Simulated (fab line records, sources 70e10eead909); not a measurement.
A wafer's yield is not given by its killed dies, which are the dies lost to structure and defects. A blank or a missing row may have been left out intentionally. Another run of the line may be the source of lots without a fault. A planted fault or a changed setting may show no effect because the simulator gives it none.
Chamber matching / flow nand harc / 3 sister chambers for NHARC_A_CHANNEL_HOLE_D2_DEP_01 on pecvd-01
The step deposits SiON, target thk 140 nm. 3 wafers are shown with their chamber, then 7 later ones without.

## WAFERS WITH THEIR CHAMBER
wafer=L186.1; chamber=1; heater power w (W)=705
wafer=L191.3; chamber=2; heater power w (W)=684
wafer=L191.4; chamber=0; heater power w (W)=706

## WAFERS WITHOUT THEIR CHAMBER
wafer=L191.5; heater power w (W)=750
wafer=L195.3; heater power w (W)=865
wafer=L195.4; heater power w (W)=644
wafer=L195.5; heater power w (W)=875
wafer=L193.4; heater power w (W)=783
wafer=L193.5; heater power w (W)=830
wafer=L193.6; heater power w (W)=697

## EACH ONE'S CHAMBER
wafer=L191.5; from the rows above=can't be placed: 0 or 1 or 2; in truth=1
wafer=L195.3; from the rows above=can't be placed: 0 or 1 or 2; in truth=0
wafer=L195.4; from the rows above=can't be placed: 2 or 1 or 0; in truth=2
wafer=L195.5; from the rows above=can't be placed: 0 or 1 or 2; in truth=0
wafer=L193.4; from the rows above=can't be placed: 0 or 1 or 2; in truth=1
wafer=L193.5; from the rows above=can't be placed: 0 or 1 or 2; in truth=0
wafer=L193.6; from the rows above=can't be placed: 1 or 0 or 2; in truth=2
0 of 7 placed correctly. Unplaceable from these rows: 7, with the true chamber sitting among the candidates in 7. Wrongly placed: 0.
How it was worked out, from the rows above alone: a wafer's distance from a chamber is the root of the sum, over the readings, of the square of ((its reading less the chamber's mean) divided by the reading's scatter). If the next closest chamber is less than 2 further off than the closest, the wafer can't be placed; otherwise it belongs to the closest. A chamber's mean is the mean of its shown wafers. The scatter (one wafer shown for each chamber): square how far every hidden wafer sits from the nearest shown wafer, average those squares and take the square root.
